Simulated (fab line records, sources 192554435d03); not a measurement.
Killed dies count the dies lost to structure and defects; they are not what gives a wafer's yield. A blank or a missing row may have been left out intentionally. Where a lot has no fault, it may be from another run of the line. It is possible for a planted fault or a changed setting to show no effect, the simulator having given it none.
Chamber matching ; flow n5_finfet ; 3 sister chambers for N5_BEOL_M1_CO_CAP_55 on cvd_co-01
The step material Co, precursor CCTBA/H2, target thk 2 nm, time 102.1 s. 6 wafers are shown with their chamber, then 7 later ones without.

WAFERS PAIRED WITH THEIR CHAMBERS
wafer;chamber;heater_power_w (W)
L389.6;0;233
L392.3;0;239
L392.4;1;271
L392.5;2;276
L395.3;1;272
L395.4;2;272

WAFERS WITHOUT THEIR CHAMBER
wafer;heater_power_w (W)
L395.6;279
L394.1;237
L394.3;282
L394.5;242
L399.3;238
L399.4;270
L399.5;239

EACH ONE'S CHAMBER
wafer;from the rows above;in truth
L395.6;can't be placed: 2 or 1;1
L394.1;0;0
L394.3;can't be placed: 2 or 1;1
L394.5;0;0
L399.3;0;0
L399.4;can't be placed: 1 or 2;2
L399.5;0;0
Correct placement for 4 of the 7. From these rows, 3 cannot be placed; in 3 the true chamber is one of the candidates. Placed wrongly: 0.
How it was worked out, from the rows above alone: a wafer's distance from a chamber is the root of the sum, over the readings, of the square of ((its reading less the chamber's mean) divided by the reading's scatter). If the next closest chamber is less than 2 further off than the closest, the wafer can't be placed; otherwise it belongs to the closest. The mean given for a chamber averages the wafers shown for that chamber. The scatter: take each reading less its chamber's mean, square it, sum over the shown wafers, divide by the number of wafers less the number of chambers, and take the root.
